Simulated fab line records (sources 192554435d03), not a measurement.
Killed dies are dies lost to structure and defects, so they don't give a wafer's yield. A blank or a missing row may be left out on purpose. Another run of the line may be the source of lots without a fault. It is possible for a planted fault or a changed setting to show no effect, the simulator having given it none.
Which tool was responsible?    flow n5-finfet    at 1 step of a route of 1938, 11 lots with 33 wafers sampled

WHAT EACH GAUGE READ, for each wafer
N5_BEOL_M14_THK_MEAS_50: measures by xrf.
lot   measured      on             M14_THK (nm)
L737  day 12 02:07  film-metro-02  577 562 579
L736  day 12 07:46  film-metro-02  574 568 567
L743  day 14 02:04  film-metro-01  563 566 557
L742  day 15 00:43  film-metro-02  549 557 549
L746  day 15 02:14  film-metro-01  559 568 561
L745  day 15 03:24  film-metro-02  552 559 554
L748  day 15 15:29  film-metro-02  557 559 568
L751  day 15 22:40  film-metro-01  570 579 556
L753  day 16 17:26  film-metro-01  567 563 563
L754  day 17 03:13  film-metro-02  567 571 563
L755  day 17 11:35  film-metro-01  564 565 562

WHICH TOOL RAN EACH LOT (tool, then ch and the chambers of the sampled wafers, then the start)
There is no process step in the record ahead of these readings.

THE ANSWER, worked out from the rows above alone
Rule: the usual values come from the lots themselves. Put in order of their means at a reading, lots are off if they are a third of the lots or fewer, leave a main group of 4 or more, and stand apart from it by a gap of 3 or more times the standard deviation of the main group's means; of several such gaps the widest counts. A main group is skipped when, at the precision printed for the reading in the tables above, its means are all equal. Also off: a lot with no number at a reading for which 4 or more lots have one. All remaining lots with rows at the step are treated as sound.
Nothing can be told from this: no lot is off at any reading shown.

WHAT THE SIMULATOR HAD INSERTED
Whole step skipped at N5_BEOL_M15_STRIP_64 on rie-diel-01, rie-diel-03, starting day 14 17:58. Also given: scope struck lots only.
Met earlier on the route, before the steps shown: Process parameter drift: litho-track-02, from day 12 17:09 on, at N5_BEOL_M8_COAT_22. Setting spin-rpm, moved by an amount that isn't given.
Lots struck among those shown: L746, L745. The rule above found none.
